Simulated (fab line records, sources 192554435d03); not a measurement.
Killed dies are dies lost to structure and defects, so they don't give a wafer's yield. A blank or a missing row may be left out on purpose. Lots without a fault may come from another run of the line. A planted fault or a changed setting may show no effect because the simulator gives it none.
A struck lot beside a sound one | flow n5_finfet | 41 steps out of a route of 1938
Sound: wafers L952.1, L952.4, L952.5. Struck: wafers L967.4, L967.5, L967.6. The cause comes at the end.
At each step with rows: each side's tool, then ch and its chambers, then its first start. Under that, the readings that differ: sound wafers | struck wafers | difference of the means | sigmas: that difference in standard deviations of wafers without a fault.
alike: readings whose means differ by less than 2 such deviations, and words and numbers that are the same on both sides. not compared: withheld readings, readings that some wafer has no value for, bounds like >300 that may hide the same value, and numbers for which the record gives no deviation and whose values overlap.
The two part at a step that has a row with sigmas, a row that says differs or no value, or rows on one side only. Numbers that don't overlap but have no deviation are shown without sigmas and don't part them. A reading that every wafer of one side lacks parts them only if that side has two wafers or more.

first, 5 steps without rows for these wafers: N5_BEOL_M3_PRE_CLEAN_45 (time 30 s); N5_BEOL_M3_ALD_84 (deposits TaN, pulse time 2 s, purge time 3 s, co reactant purge time 2 s); N5_BEOL_M3_SURFACE_TREAT_85; N5_BEOL_M3_CVD_47 (deposits Co from CCTBA/H2, target thk 3 nm, time 223.8 s); N5_BEOL_M3_SPUTTER_48 (material Cu, target thk 4.5 nm, time 8.29 s).
N5_BEOL_M3_ANNEAL_49: time 240 s.
  sound on pvd_sputter-02, day 7 15:13; struck on pvd_sputter-01, day 11 09:14
  alike: heater_power_w
then, 3 steps without rows for these wafers: N5_BEOL_M3_SPUTTER_79 (material Cu, target thk 4.5 nm, time 8.29 s); N5_BEOL_M3_ANNEAL_80 (time 240 s); N5_BEOL_M3_SPUTTER_81 (material Cu, target thk 4.5 nm, time 8.29 s).
N5_BEOL_M3_ANNEAL_82: time 240 s.
  sound on pvd_sputter-02, day 7 15:40; struck on pvd_sputter-01, day 11 09:40
  alike: heater_power_w
then, 2 steps without rows for these wafers: N5_BEOL_M3_SPUTTER_86 (material Cu, target thk 4.5 nm, time 8.29 s); N5_BEOL_M3_ANNEAL_87 (time 240 s).
N5_BEOL_M3_SPUTTER_88: material Cu, target thk 4.5 nm, time 8.29 s.
  sound on pvd_sputter-02, day 7 16:01; struck on pvd_sputter-01, day 11 10:02
  alike: chuck_gas_flow_sccm, substrate_temp_c, throttle_valve_pct
N5_BEOL_M3_ANNEAL_89: time 240 s.
  sound on pvd_sputter-02, day 7 16:06; struck on pvd_sputter-01, day 11 10:07
  alike: heater_power_w
then, 11 steps without rows for these wafers: N5_BEOL_M3_SPUTTER_90 (material Cu, target thk 4.5 nm, time 8.29 s); N5_BEOL_M3_ANNEAL_91 (time 240 s); N5_BEOL_M3_SPUTTER_92 (material Cu, target thk 4.5 nm, time 8.29 s); N5_BEOL_M3_ANNEAL_93 (time 240 s); N5_BEOL_M3_SPUTTER_94 (material Cu, target thk 4.5 nm, time 8.29 s); N5_BEOL_M3_ANNEAL_95 (time 240 s); N5_BEOL_M3_SPUTTER_96 (material Cu, target thk 4.5 nm, time 8.29 s); N5_BEOL_M3_ECD_50 (material Cu, target thk 300 nm); N5_BEOL_M3_ANNEAL_51 (time 90 s); N5_BEOL_M3_CMP_52 (polishes, stops on SiOC, t overpolish 6.8 s, target thk 40 nm); N5_BEOL_M3_PRE_CLEAN_60 (time 15 s).
N5_BEOL_M3_CO_CAP_55: material Co, precursor CCTBA/H2, target thk 2 nm, time 102.1 s.
  sound on cvd_co-02 ch 1,2, day 7 17:49; struck on cvd_co-02 ch 0,1,2, day 11 12:03
  alike: chamber_pressure_Torr, heater_power_w
then, 2 steps without rows for these wafers: N5_BEOL_M3_PRE_CLEAN_56 (time 15 s); N5_BEOL_M3_DEP_57 (deposits SiCN from 3MS/NH3, target thk 8 nm, time 14 s).
N5_BEOL_M3_RS_MEAS_58: measures by four-point-probe.
  sound on film_metro-01, day 7 18:01; struck on film_metro-01, day 11 12:12
  alike: M3_RS
then, 1 step without rows for these wafers: N5_BEOL_M4_ILD_DEP_00 (deposits SiOC from DEMS/O2, target thk 79 nm, time 15.3 s).
N5_BEOL_M4_THK_MEAS_01:
  sound on film_metro-02, day 7 18:08; struck on film_metro-01, day 11 12:21
  alike: M4_ILD_THK
N5_BEOL_M4_PECVD_72: deposits SiO2 from TEOS/O2, target thk 16 nm, time 18 s.
  sound on pecvd-02 ch 0,1,2, day 7 18:10; struck on pecvd-01 ch 0,2, day 11 12:24
  alike: chamber_pressure_Torr, heater_power_w, showerhead_plenum_p_Torr, throttle_valve_pct
then, 8 steps without rows for these wafers: N5_BEOL_M4_HM_DEP_02 (deposits TiN, target thk 20 nm); N5_BEOL_M4_COAT_61 (time 60 s, resist thk 60 nm); N5_BEOL_M4_COAT_62 (time 60 s, resist thk 12 nm); N5_BEOL_M4_COAT_73 (time 60 s, resist thk 5 nm); N5_BEOL_M4_COAT_05 (resist thk 30 nm); N5_BEOL_M4_EBR_07; N5_BEOL_M4_SOFTBAKE_06 (time 60 s); N5_BEOL_M4_EXPOSE_08 (exposes mask M4).
-- the record jumps here: 5 days lie between the struck wafers' starts before and after (it left off in module BEOL_M4 and takes up again in module PASSIVATION, whose first step shown is number 1936 of the route) --
N5_PASSIVATION_PROBE_49:
  the record has rows for the struck wafers here (prober-02, day 16 09:47) and none for the sound ones

WHERE THEY PART
Only at N5_PASSIVATION_PROBE_49, within this record.

WHY: what the simulator had put in
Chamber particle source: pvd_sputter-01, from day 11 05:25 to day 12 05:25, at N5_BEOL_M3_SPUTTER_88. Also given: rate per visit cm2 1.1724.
